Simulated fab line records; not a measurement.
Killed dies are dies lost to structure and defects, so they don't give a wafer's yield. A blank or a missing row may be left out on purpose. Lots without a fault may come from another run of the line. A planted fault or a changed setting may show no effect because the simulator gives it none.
fab line records	flow n5Finfet
[record] lots = 9	wafers = 27	lastDay = 17
route steps=1938 shown SDB@358 DUMMY_REMOVAL@377 HKMG_FIN@405 BEOL_M4@1111 PASSIVATION@1936
lots that met no fault: from a run of the same line without faults
startH: start of the lot's first displayed wafer, in hours after the record's first day	waitH: hours since the lot's step before	" same as the row above	L1.1+2: a row that stands for several wafers	- value missing, or start not given	* or withheld: withheld	< > ~ a bound
route shown NAME@n: names a module that has steps shown in the file, with the first one's number in the route	usual: mean/standard deviation of fault-free wafers	same: alike in all rows	chamber/n: place in a boat	sites: readings site by site	_std_site: their standard deviation	_edge_site: mean of outer sites minus mean of inner sites	radiusMm: for every site, how far away it sits from the centre of the wafer	mask NAME#n: copy n	behind: tool/chamber where the wafer was last shaped	hold: why the lot went on hold/how many hours it stayed there/how the hold came to an end	device: the n, p or np transistor that did not switch	end of line: the route-end tests of the same wafers	for a step that has no rows: nothing shown but its recipe	killed: the dies lost at the first sort to structure and to defects; this is not the yield of the wafer	map: a wafer's dies, x killed, . not, _ none there
set.NAME: setting as actually run; set.NAME@STEP: the setting as run at that earlier step	model.NAME: the simulator's own value behind a step, which no gauge read
the route's steps for a sample of lots (tables are steps, rows are wafers)
services: a tool's chamber out of use, with start hour (startH, from the record's first day; less than 0 if before it), hours out, and reason
[[steps]]
[step N5_SDB_INSPECT_13]
[recipe] mode = adi	inspectInstrument = brightfield
[usual] rawDefectCount = 70/31
lot.wafer	tool	chamber	startH	waitH	rawDefectCount
L951.1	defectInspect-02	-	90.09	0.0	108
L951.2	"	-	"	"	40
L951.6	"	-	"	"	84
L952.1	defectInspect-02	-	94.42	0.0	97
L952.4	"	-	"	"	112
L952.5	"	-	"	"	66
L953.1	defectInspect-01	-	99.64	0.0	124
L953.3	"	-	"	"	94
L953.5	"	-	"	"	94
L954.2	defectInspect-02	-	107.98	0.0	115
L954.4	"	-	"	"	116
L954.6	"	-	"	"	188
L961.1	defectInspect-02	-	148.28	0.0	62
L961.3	"	-	"	"	92
L961.6	"	-	"	"	76
L962.2	defectInspect-01	-	155.43	0.0	81
L962.5	"	-	"	"	66
L962.6	"	-	"	"	81
L965.2	defectInspect-02	-	174.83	0.0	90
L965.3	"	-	"	"	56
L965.5	"	-	"	"	46
L969.3	defectInspect-01	-	200.05	0.0	37
L969.5	"	-	"	"	48
L969.6	"	-	"	"	59
L970.1	defectInspect-01	-	202.94	0.0	68
L970.2	"	-	"	"	89
L970.6	"	-	"	"	50
[step N5_DUMMY_REMOVAL_HM_STRIP_01]
[recipe] chemistry = CH3F/O2	material = SiNx	targetDepthA = 40	stopOn = poly-Si	timeS = 6.8	overEtchFrac = 0.3	ionEnergyEv = 60	powerW = 410	biasW = 29	Ar_flow_sccm = 150	CH3F_flow_sccm = 30	O2_flow_sccm = 20
[usual] CH3F_flow_sccm = 30.00/0.095	O2_flow_sccm = 19.99/0.056	drypumpMotorCurrentA = 5.93/0.26	oesProductAu = 0.63/0.059	rfVppV = 127.4/0.92	showerheadPlenumPTorr = 2.01/0.051	throttleValvePct = 16.30/0.23
lot.wafer	tool	chamber	startH	waitH	CH3F_flow_sccm	O2_flow_sccm	drypumpMotorCurrentA	oesProductAu	rfHoursCounterH	rfVppV	showerheadPlenumPTorr	throttleValvePct
L951.1	rieDiel-02	3	95.05	0.0	30.07	20.00	6.14	0.56	239	128.0	1.98	16.35
L951.2	"	1	"	"	29.99	19.94	5.98	0.70	33	129.5	2.12	15.98
L951.6	"	2	"	"	29.98	20.00	5.95	0.63	-	127.1	2.02	16.14
L952.1	rieDiel-03	0	98.33	0.0	29.94	19.92	5.75	0.63	142	126.1	1.92	16.37
L952.4	"	1	"	"	29.99	19.99	5.48	0.58	182	126.4	2.00	16.71
L952.5	"	1	"	"	29.91	20.03	5.45	0.58	-	127.4	2.00	16.70
L953.1	rieDiel-06	3	104.10	0.1	29.96	19.97	5.78	0.58	194	127.5	2.00	16.66
L953.3	"	1	"	"	29.84	20.05	6.49	0.72	33	127.4	2.06	16.05
L953.5	"	3	"	"	29.88	19.98	5.79	0.59	-	127.3	2.00	16.64
L954.2	rieDiel-03	0	112.02	0.0	29.97	19.93	5.73	0.62	146	127.6	1.92	16.37
L954.4	"	2	"	"	29.83	20.03	6.06	0.66	67	127.9	2.04	16.27
L954.6	"	1	"	"	30.15	20.04	5.50	0.59	-	126.1	1.99	16.71
L961.1	rieDiel-06	3	152.36	0.1	30.17	19.94	5.79	0.58	207	126.8	1.99	16.67
L961.3	"	1	"	"	29.99	20.04	6.49	0.70	47	128.2	2.06	16.08
L961.6	"	3	"	"	30.06	20.00	5.78	0.58	-	128.8	1.99	16.68
L962.2	rieDiel-02	3	159.81	0.0	29.95	20.03	6.16	0.76	2	127.2	1.97	16.01
L962.5	"	0	"	"	29.99	19.92	5.52	0.76	-	127.4	1.95	16.02
L962.6	"	3	"	"	30.06	19.96	6.14	0.76	-	126.3	1.97	16.01
L965.2	rieDiel-03	3	179.36	0.0	30.04	19.96	5.83	0.58	223	128.5	2.04	16.18
L965.3	"	1	"	"	30.15	19.94	5.44	0.57	204	126.9	1.99	16.73
L965.5	"	2	"	"	29.85	20.00	6.06	0.65	-	128.4	2.03	16.32
L969.3	rieDiel-02	2	204.09	0.0	29.99	20.04	5.92	0.60	174	128.1	2.01	16.23
L969.5	"	2	"	"	29.97	19.86	5.94	0.60	-	127.0	2.01	16.22
L969.6	"	3	"	"	29.92	20.00	6.13	0.72	-	125.8	1.97	16.03
L970.1	rieDiel-06	1	206.94	0.1	30.05	20.09	6.48	0.68	63	127.8	2.05	16.10
L970.2	"	0	"	"	29.97	19.87	5.79	0.59	181	127.2	2.06	16.36
L970.6	"	3	"	"	29.98	19.98	5.78	0.57	-	127.1	1.99	16.72
[step N5_HKMG_FIN_STRIP_57]
[recipe] chemistry = CF4	resist = SiARC	powerW = 300	biasPowerW = 75	pressureMtorr = 50	cf4FlowSccm = 150	rfFrequencyHz = 6e+07
[usual] biasPowerW = 75.00/0.22	cf4FlowSccm = 149.9/0.41	drypumpMotorCurrentA = 5.3/0.57	oesProductAu = 0.75/0.081	rfVppV = 270.7/1.5	showerheadPlenumPTorr = 1.78/0.056	throttleValvePct = 13.60/0.26
lot.wafer	tool	chamber	startH	waitH	biasPowerW	cf4FlowSccm	drypumpMotorCurrentA	oesProductAu	rfHoursCounterH	rfVppV	showerheadPlenumPTorr	throttleValvePct
L951.1	rieDiel-05	1	96.91	0.0	75.64	149.5	6.4	0.78	137	271.2	1.74	13.58
L951.2	"	0	"	"	75.22	150.1	5.9	0.67	241	271.0	1.76	13.60
L951.6	"	2	"	"	75.16	150.2	5.2	0.87	-	271.6	1.82	13.11
L952.1	rieDiel-05	2	100.40	0.0	-	-	-	-	-	-	-	-
L952.4	"	1	"	"	-	-	-	-	-	-	-	-
L952.5	"	2	"	"	-	-	-	-	-	-	-	-
L953.1	rieDiel-05	3	106.62	0.0	-	-	-	-	-	-	-	-
L953.3	"	1	"	"	-	-	-	-	-	-	-	-
L953.5	"	1	"	"	-	-	-	-	-	-	-	-
L954.2	rieDiel-05	2	114.23	0.0	74.90	149.9	5.2	0.85	43	271.2	1.82	13.13
L954.4	"	1	"	"	75.12	150.7	6.4	0.77	145	269.6	1.74	13.61
L954.6	"	0	"	"	74.72	150.3	6.0	0.67	-	270.8	1.75	13.59
L961.1	rieDiel-04	2	154.33	0.0	74.94	149.2	5.3	0.71	181	269.6	1.73	13.42
L961.3	"	3	"	"	74.63	149.8	4.8	0.71	190	273.1	1.87	13.91
L961.6	"	3	"	"	74.91	150.2	4.8	0.71	-	271.1	1.87	13.93
L962.2	rieDiel-01	0	161.76	0.0	75.24	149.7	4.9	0.95	3	271.0	1.78	13.38
L962.5	"	0	"	"	75.13	149.2	4.9	0.95	-	270.6	1.78	13.36
L962.6	"	1	"	"	75.18	150.1	4.7	0.73	-	272.9	1.85	13.67
L965.2	rieDiel-04	2	181.33	0.0	75.11	149.8	5.3	0.71	194	268.9	1.72	13.45
L965.3	"	3	"	"	74.56	149.5	4.9	0.70	202	272.3	1.87	13.96
L965.5	"	1	"	"	74.91	149.2	5.4	0.96	-	274.4	1.90	13.16
L969.3	rieDiel-01	2	206.24	0.0	75.40	150.2	6.3	0.67	252	270.7	1.75	13.79
L969.5	"	2	"	"	75.11	150.0	6.3	0.67	-	270.3	1.75	13.81
L969.6	"	1	"	"	75.09	150.1	4.7	0.73	-	272.1	1.84	13.74
L970.1	rieDiel-01	0	208.92	0.0	74.78	149.9	4.9	0.89	22	270.9	1.78	13.39
L970.2	"	1	"	"	75.14	149.9	4.7	0.72	209	273.4	1.84	13.73
L970.6	"	2	"	"	75.20	149.4	6.3	0.67	-	270.4	1.75	13.82
[step N5_HKMG_FIN_ALD_36]
[recipe] material = TiN	targetThkA = 10	tempC = 400	aldPrecursorFamily = TiCl4	aldCoReactant = NH3	pulseTimeS = 1	purgeTimeS = 3	coReactantPurgeTimeS = 2	coReactantPulseTimeS = 2	aldCycles = 47	pressureTorr = 3
[usual] heaterPowerOuterW = 560/42	heaterPowerW = 934/77	precursorPulseHeightRel = 0.999/0.02
lot.wafer	tool	chamber	startH	waitH	heaterPowerOuterW	heaterPowerW	precursorPulseHeightRel
L951.1	aldMetal-02	1	98.83	0.0	522	926	0.970
L951.2	"	0	"	"	527	881	1.027
L951.6	"	1	"	"	541	920	0.990
L952.1	aldMetal-01	3	102.25	0.0	575	905	1.011
L952.4	"	2	"	"	536	900	0.986
L952.5	"	0	"	"	624	1035	0.989
L953.1	aldMetal-01	3	108.49	0.0	544	870	0.992
L953.3	"	2	"	"	555	913	1.043
L953.5	"	0	"	"	615	1029	1.002
L954.2	aldMetal-03	2	116.08	0.0	523	795	0.984
L954.4	"	1	"	"	478	817	1.026
L954.6	"	2	"	"	510	825	1.007
L961.1	aldMetal-03	1	156.31	0.0	478	845	1.010
L961.3	"	3	"	"	597	1020	1.007
L961.6	"	3	"	"	583	1013	0.998
L962.2	aldMetal-02	3	163.60	0.0	552	854	0.995
L962.5	"	0	"	"	509	851	1.042
L962.6	"	1	"	"	516	909	1.006
L965.2	aldMetal-03	1	183.17	0.0	490	849	0.991
L965.3	"	0	"	"	593	961	0.971
L965.5	"	1	"	"	486	826	0.973
L969.3	aldMetal-01	3	208.21	0.0	549	913	0.987
L969.5	"	3	"	"	578	912	0.981
L969.6	"	0	"	"	614	1044	0.984
L970.1	aldMetal-01	2	210.78	0.0	554	908	1.003
L970.2	"	3	"	"	557	909	1.024
L970.6	"	2	"	"	548	899	0.974
[step N5_HKMG_FIN_INSPECT_14]
[recipe] mode = adi	inspectInstrument = macro
[usual] rawDefectCount = 2.0/1.3
lot.wafer	tool	chamber	startH	waitH	rawDefectCount
L951.1	defectInspect-02	-	100.04	0.0	3
L951.2	"	-	"	"	3
L951.6	"	-	"	"	1
L952.1	defectInspect-01	-	103.33	0.0	18
L952.4	"	-	"	"	13
L952.5	"	-	"	"	25
L953.1	defectInspect-02	-	109.57	0.0	22
L953.3	"	-	"	"	20
L953.5	"	-	"	"	23
L954.2	defectInspect-01	-	117.31	0.0	4
L954.4	"	-	"	"	1
L954.6	"	-	"	"	1
L961.1	defectInspect-02	-	157.52	0.0	4
L961.3	"	-	"	"	1
L961.6	"	-	"	"	0
L962.2	defectInspect-01	-	164.81	0.0	3
L962.5	"	-	"	"	2
L962.6	"	-	"	"	2
L965.2	defectInspect-01	-	184.38	0.0	3
L965.3	"	-	"	"	1
L965.5	"	-	"	"	2
L969.3	defectInspect-02	-	209.42	0.0	1
L969.5	"	-	"	"	1
L969.6	"	-	"	"	1
L970.1	defectInspect-01	-	211.86	0.0	4
L970.2	"	-	"	"	1
L970.6	"	-	"	"	2
[step N5_BEOL_M4_RC_MEAS_101]
[usual] DIBL_N = 36.8/2.2	DIBL_P = 37.1/2.8	IOFF_N = 0.17/0.04	IOFF_P = 0.22/0.049	ION_N = 672/16	ION_P = 460/9.2	SS_N = 71.6/0.69	SS_P = 73.5/0.78	VT_N = 249/3.6	VT_P = -250/3.9
lot.wafer	tool	chamber	startH	waitH	DIBL_N[mV/V]	DIBL_P[mV/V]	IOFF_N[nA/um]	IOFF_P[nA/um]	ION_N[uA/um]	ION_P[uA/um]	SS_N[mV/dec]	SS_P[mV/dec]	VT_N[mV]	VT_P[mV]
L951.1	prober-01	0	179.49	0.0	38.7	39.2	0.19	0.25	684	468	71.9	74.3	246	-246
L951.2	"	0	"	"	37.9	38.7	0.18	0.24	680	468	72.0	73.4	245	-248
L951.6	"	0	"	"	39.3	41.2	0.21	0.31	684	468	72.5	74.8	245	-247
L954.2	prober-02	0	207.81	0.2	39.7	40.3	0.22	0.27	696	471	72.1	74.9	244	-250
L954.4	"	0	"	"	41.1	40.2	0.22	0.25	664	456	71.5	73.9	246	-250
L954.6	"	0	"	"	41.0	41.1	0.23	0.27	691	469	72.2	74.3	244	-247
L962.2	prober-01	0	243.33	0.2	38.5	37.9	0.19	0.23	677	463	71.9	73.2	249	-249
L962.5	"	0	"	"	36.3	34.9	0.14	0.18	656	455	71.9	72.3	252	-253
L962.6	"	0	"	"	38.6	39.1	0.19	0.26	683	467	71.8	73.4	246	-248
L961.1	prober-01	0	254.96	0.0	37.3	36.9	0.17	0.24	691	473	71.6	73.0	249	-243
L961.3	"	0	"	"	34.7	34.5	0.13	0.22	666	471	71.1	72.8	249	-247
L961.6	"	0	"	"	36.9	37.7	0.17	0.27	687	484	71.4	72.6	248	-244
L965.2	prober-02	0	280.17	0.2	34.0	33.7	0.13	0.19	664	458	70.4	73.1	252	-252
L965.3	"	0	"	"	36.2	35.2	0.15	0.20	652	452	71.9	73.1	252	-254
L965.5	"	0	"	"	34.6	33.4	0.14	0.17	659	455	71.2	73.2	250	-253
L969.3	prober-02	0	303.15	0.3	34.2	34.1	0.13	0.16	643	441	72.1	72.9	254	-256
L969.5	"	0	"	"	34.4	35.3	0.13	0.18	671	459	71.4	73.7	253	-255
L969.6	"	0	"	"	36.8	37.6	0.17	0.21	685	456	72.5	74.1	248	-252
L970.1	prober-01	0	304.53	0.0	37.5	38.1	0.20	0.27	678	460	72.5	73.3	244	-244
L970.2	"	0	"	"	37.0	37.6	0.18	0.27	678	468	71.6	73.6	248	-244
L970.6	"	0	"	"	37.4	38.8	0.21	0.29	691	465	72.0	72.6	245	-242
[step N5_PASSIVATION_PROBE_49]
[usual] killed_at_M0_to_M3 = 35/11	killed_at_M4_up = 13/5.7	killedAtContacts = 12/5.7	killedAtFrontEnd = 40/11	killedAtOther = 4/4.4	killedDies = 105/18	killedOnRim = 14/3.9	killedOpen = 68/14	killedShort = 34/7.4
[same] grossDies = 1180	killedAtBackSide = 0
lot.wafer	tool	chamber	startH	waitH	killed_at_M0_to_M3	killed_at_M4_up	killedAtContacts	killedAtFrontEnd	killedAtOther	killedDies	killedOnRim	killedOpen	killedShort
L953.1	prober-01	-	291.32	0.0	39	10	14	1105	12	1180	152	57	37
L953.3	prober-01	-	291.42	0.1	31	26	16	1101	6	1180	152	84	39
L953.5	prober-01	-	291.52	0.2	37	21	18	1097	7	1180	152	85	29
L952.1	prober-02	-	296.05	0.0	36	9	6	1128	1	1180	152	49	40
L952.4	prober-02	-	296.20	0.2	39	17	17	1107	0	1180	152	88	28
L952.5	prober-02	-	296.25	0.2	41	15	6	1118	0	1180	152	64	28
// killed by level:class
L953.1 HKMG_FIN:areaAld=1085 BEOL_M0_SAQP:geometricParticle:short=12 MOL_CONTACT_COAG:geometricParticle:open=11 BEOL_M0_SAQP:geometricParticle:open=9 BEOL_M1:geometricParticle:open=8 STI_FIN_REVEAL:geometricParticle:open=5 PASS1_CAP:geometricParticle:short=3 DUMMY_GATE:geometricParticle:open=3
L953.3 HKMG_FIN:areaAld=1056 DUMMY_GATE:geometricParticle:open=10 MOL_CONTACT_COAG:geometricParticle:open=10 BEOL_M4:geometricParticle:open=10 FIN_SAQP:geometricParticle:open=7 BEOL_M3:geometricParticle:open=7 BEOL_M8:geometricParticle:open=7 FIN_SAQP:geometricParticle:short=6
L953.5 HKMG_FIN:areaAld=1060 MOL_CONTACT_COAG:geometricParticle:open=16 BEOL_M3:geometricParticle:open=10 BEOL_M1:geometricParticle:open=9 BEOL_M4:geometricParticle:open=9 FIN_SAQP:geometricParticle:open=4 DUMMY_GATE:geometricParticle:open=4 BEOL_M0_SAQP:geometricParticle:short=4
L952.1 HKMG_FIN:areaAld=1091 BEOL_M0_SAQP:geometricParticle:short=12 GATE_CUT:geometricParticle:short=9 BEOL_M0_SAQP:geometricParticle:open=9 BEOL_M3:geometricParticle:open=7 MOL_CONTACT_COAG:geometricParticle:open=5 FIN_SAQP:geometricParticle:open=4 BEOL_M0:geometricParticle:open=4
L952.4 HKMG_FIN:areaAld=1064 MOL_CONTACT_COAG:geometricParticle:open=17 BEOL_M0_SAQP:geometricParticle:open=10 BEOL_M3:geometricParticle:open=10 FIN_SAQP:geometricParticle:open=9 BEOL_M4:geometricParticle:open=9 STI_FIN_REVEAL:geometricParticle:open=8 BEOL_M0:geometricParticle:open=7
L952.5 HKMG_FIN:areaAld=1086 BEOL_M3:geometricParticle:open=9 BEOL_M0_SAQP:geometricParticle:open=8 STI_FIN_REVEAL:geometricParticle:open=7 FIN_SAQP:geometricParticle:open=6 BEOL_M2:geometricParticle:open=6 STARTING-WAFER:geometricParticle:open=6 MOL_CONTACT_COAG:geometricParticle:open=5
[[services]]
tool	chamber	startH	hours	kind
rieDiel-05	-	71.46	0.8	repair
rieDiel-02	0	84.26	23.0	repair
rieDiel-01	-	102.19	4.3	pm
rieDiel-01	2	107.31	5.2	repair
rieDiel-01	-	114.81	14.6	pm
rieDiel-05	0	119.05	-	clean
rieDiel-05	0	119.05	-	consumableReplace:focusRing
rieDiel-05	0	119.05	23.4	scheduledDown
rieDiel-05	0	119.05	23.4	ventCycle
rieDiel-02	0	119.54	-	clean
rieDiel-02	0	119.54	-	consumableReplace:focusRing
rieDiel-02	0	119.54	13.2	scheduledDown
rieDiel-02	0	119.54	13.2	ventCycle
rieDiel-05	2	120.99	4.6	repair
aldMetal-02	2	126.78	24.6	repair
rieDiel-02	3	133.06	-	clean
rieDiel-02	3	133.06	-	consumableReplace:focusRing
rieDiel-02	3	133.06	21.0	scheduledDown
rieDiel-02	3	133.06	21.0	ventCycle
aldMetal-03	-	138.52	8.7	pm
rieDiel-04	1	152.74	6.5	repair
aldMetal-03	3	164.97	2.0	repair
aldMetal-02	0	184.69	15.6	repair
aldMetal-01	1	206.53	35.8	repair
[[key]]
[firstSign] step = N5_HKMG_FIN_STRIP_57	reading = toolRecord	direction = missing
[effect] step = N5_HKMG_FIN_INSPECT_14	reading = rawDefectCount	direction = up	sigmas = 14	usual = 2.0	struck = 20.2
[effect] step = N5_PASSIVATION_PROBE_49	reading = killedAtFrontEnd	direction = up	sigmas = 97	usual = 40	struck = 1109
[moreKillsBornAt] N5_HKMG_FIN_ALD_79@aldMetal-03 = 3241	N5_HKMG_FIN_ALD_79@aldMetal-02 = 3201
metAt N5_HKMG_FIN_STRIP_57
struckLots L952,L953
laterRowsLeftOut L952.1,L952.4,L952.5,L953.1,L953.3,L953.5
testerLeftOut L952,L953
notActingAt N5_SDB_INSPECT_13,N5_DUMMY_REMOVAL_HM_STRIP_01,N5_HKMG_FIN_ALD_36
onsetBetween 96.91 100.40
[fault] kind = skippedStepWhole	tool = rieDiel-05	chamber = -	onsetH = 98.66	steps = N5_HKMG_FIN_STRIP_57	scope = struckLotsOnly
// testerLeftOut: of these lots the tester's yield and bins aren't shown, on N5 and GAA mostly nor the transistor test; their killed dies are dies lost to structure and defects alone, not to doping, threshold or leakage, so they don't give the yield
// laterRowsLeftOut: the simulator's readings of these wafers behind a module that went badly wrong aren't trusted and aren't shown, but for the sort
